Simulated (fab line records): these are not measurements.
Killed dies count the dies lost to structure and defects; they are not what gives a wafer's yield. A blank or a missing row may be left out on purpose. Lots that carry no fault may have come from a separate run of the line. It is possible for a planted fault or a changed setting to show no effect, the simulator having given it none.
Which tool was responsible? :: flow nand-harc :: 36 wafers sampled from 12 lots at 1 step of a route of 1302

== WHAT EACH GAUGE READ, for each wafer ==
NHARC_A_SGD_CUT_THK_MEAS_22: measures by ellipsometry.
lot: L075
measured: day 20 00:25
on: film-metro-01
thk-nm (nm): 148.0 148.0 148.3

lot: L076
measured: day 20 09:10
on: film-metro-01
thk-nm (nm): 147.3 149.2 147.6

lot: L079
measured: day 21 03:29
on: film-metro-01
thk-nm (nm): 146.0 148.8 147.5

lot: L082
measured: day 22 13:58
on: film-metro-01
thk-nm (nm): 147.4 149.7 150.1

lot: L083
measured: day 23 15:14
on: film-metro-01
thk-nm (nm): 149.4 148.1 148.3

lot: L085
measured: day 24 12:09
on: film-metro-02
thk-nm (nm): 148.0 149.0 150.1

lot: L088
measured: day 25 18:12
on: film-metro-02
thk-nm (nm): 148.0 145.9 151.0

lot: L089
measured: day 26 04:27
on: film-metro-02
thk-nm (nm): 146.9 146.6 147.4

lot: L092
measured: day 26 22:47
on: film-metro-01
thk-nm (nm): 147.7 149.7 149.9

lot: L093
measured: day 26 22:52
on: film-metro-01
thk-nm (nm): 145.2 145.0 148.2

lot: L095
measured: day 28 16:22
on: film-metro-01
thk-nm (nm): 148.7 148.8 149.8

lot: L097
measured: day 29 02:23
on: film-metro-01
thk-nm (nm): 148.6 146.8 150.6

== WHICH TOOL RAN EACH LOT (tool, then ch and the chambers of the sampled wafers, then the start) ==
There is no process step in the record ahead of these readings.

== THE ANSWER, worked out from the rows above alone ==
Rule: what is usual is taken from the lots themselves. The widest of any qualifying gaps counts: lots, ordered by their means at a reading, are off when they make up no more than a third of the lots, leave a main group of 4 or more, and stand apart from it by 3 or more times the standard deviation of that group's means. Not used: any main group whose means are identical at the precision the tables above print for the reading. A lot without any number at a reading at which 4 lots or more have one is off too. Any other lot the step has rows for is counted as sound.
Across all readings shown, no lot is off: no conclusion can be drawn from this.

== WHAT WAS PUT IN BY THE SIMULATOR ==
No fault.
